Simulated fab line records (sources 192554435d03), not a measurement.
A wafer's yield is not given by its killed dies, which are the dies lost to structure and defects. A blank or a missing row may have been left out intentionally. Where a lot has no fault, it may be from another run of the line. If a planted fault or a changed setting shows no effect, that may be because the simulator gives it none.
Matching of chambers | flow n5-finfet | N5_BEOL_M6_ETCH_65 on rie-diel-03 has 4 sister chambers
The step etches SiARC in CF4, target depth 15.6 nm, time 26 s. 4 wafers are shown with their chamber, then 9 later ones without.

WAFERS WITH THEIR CHAMBER
wafer  | chamber | drypump-motor-current-A (A)
L081.3 | 1       | 6.6
L091.5 | 0       | 5.4
L093.4 | 2       | 6.0
L093.6 | 3       | 5.5

WAFERS WHOSE CHAMBER IS MISSING
wafer  | drypump-motor-current-A (A)
L094.1 | 5.5
L094.2 | 5.4
L094.6 | 5.3
L097.1 | 6.6
L097.2 | 6.0
L097.3 | 5.5
L095.3 | 5.5
L095.5 | 5.5
L095.6 | 5.4

THE CHAMBER EACH PASSED THROUGH
wafer  | from the rows above | in truth
L094.1 | 3                   | 3
L094.2 | 0                   | 0
L094.6 | 0                   | 0
L097.1 | 1                   | 1
L097.2 | 2                   | 2
L097.3 | 3                   | 3
L095.3 | 3                   | 3
L095.5 | 3                   | 3
L095.6 | 0                   | 0
Placed correctly: 9 of 9. Left unplaced by these rows: 0. 0 placed wrongly.
How it was worked out, from the rows above alone: a wafer's distance from a chamber is the root of the sum, over the readings, of the square of ((its reading less the chamber's mean) divided by the reading's scatter). The wafer belongs to the nearest chamber; if the next one is less than 2 further off, it can't be placed. For every chamber, the mean is computed from those of its wafers that are shown. The scatter: root of mean squared gap, hidden wafer to nearest shown wafer, with one shown wafer a chamber.
